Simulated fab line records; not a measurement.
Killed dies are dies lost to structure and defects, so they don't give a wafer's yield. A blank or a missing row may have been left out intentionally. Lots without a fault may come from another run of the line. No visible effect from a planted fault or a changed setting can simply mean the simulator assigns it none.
Chamber matching | flow n5_finfet | 4 sister chambers for N5_BEOL_M6_ETCH_61 on rie_diel-01
The step etches SiARC in CF4, target depth 45.5 nm, time 75.8 s. 14 wafers are shown with their chamber, then 7 later ones without.

## EACH WAFER AND ITS CHAMBER
wafer  | chamber | drypump_motor_current_A (A) | showerhead_plenum_p_Torr (Torr) | oes_product_au (a.u.)
L074.4 | 0       | 6.4                         | 2.22                            | 0.62
L074.5 | 1       | 5.7                         | 2.23                            | 0.66
L074.6 | 0       | 6.3                         | 2.22                            | 0.63
L076.3 | 2       | 5.2                         | 2.18                            | 0.80
L076.4 | 3       | 6.3                         | 2.21                            | 0.61
L076.6 | 3       | 6.3                         | 2.21                            | 0.63
L079.1 | 1       | 5.7                         | 2.23                            | 0.66
L079.4 | 3       | 6.3                         | 2.21                            | 0.62
L079.5 | 3       | 6.3                         | 2.21                            | 0.62
L082.1 | 0       | 6.4                         | 2.21                            | 0.61
L082.4 | 2       | 5.2                         | 2.18                            | 0.77
L082.5 | 2       | 5.2                         | 2.18                            | 0.76
L091.3 | 1       | 5.6                         | 2.22                            | 0.64
L091.4 | 2       | 5.2                         | 2.18                            | 0.74

SIGNATURES, as means of the wafers listed above
reading                  | chamber 0 | chamber 1 | chamber 2 | chamber 3 | scatter within a chamber
drypump_motor_current_A  | 6.367     | 5.667     | 5.200     | 6.300     | 0.0365
showerhead_plenum_p_Torr | 2.2167    | 2.2267    | 2.1800    | 2.2100    | 0.00365
oes_product_au           | 0.6200    | 0.6533    | 0.7675    | 0.6200    | 0.0159
Rule: a wafer's distance from a chamber is the root of the sum, over the readings, of the square of ((its reading less the chamber's mean) divided by the reading's scatter). The wafer belongs to the nearest chamber; if the next one is less than 2 further off, it can't be placed. The scatter: the root of (the sum of the squares of (reading less its chamber's mean) over the shown wafers, divided by (wafers less chambers)).

## WAFERS WHOSE CHAMBER IS MISSING
wafer  | drypump_motor_current_A (A) | showerhead_plenum_p_Torr (Torr) | oes_product_au (a.u.)
L091.5 | 5.2                         | 2.17                            | 0.75
L095.2 | 5.7                         | 2.21                            | 0.64
L095.3 | 5.2                         | 2.17                            | 0.73
L095.6 | 5.2                         | 2.17                            | 0.73
L096.3 | 6.4                         | 2.20                            | 0.59
L096.4 | 5.2                         | 2.17                            | 0.71
L096.5 | 5.7                         | 2.21                            | 0.62

## WHICH CHAMBER EACH ONE RAN IN
wafer  | from the rows above     | in truth
L091.5 | 2                       | 2
L095.2 | 1                       | 1
L095.3 | 2                       | 2
L095.6 | 2                       | 2
L096.3 | can't be placed: 3 or 0 | 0
L096.4 | 2                       | 2
L096.5 | 1                       | 1
6 of 7 placed correctly. From these rows, 1 cannot be placed; in 1 the true chamber is one of the candidates. Wrongly placed: 0.
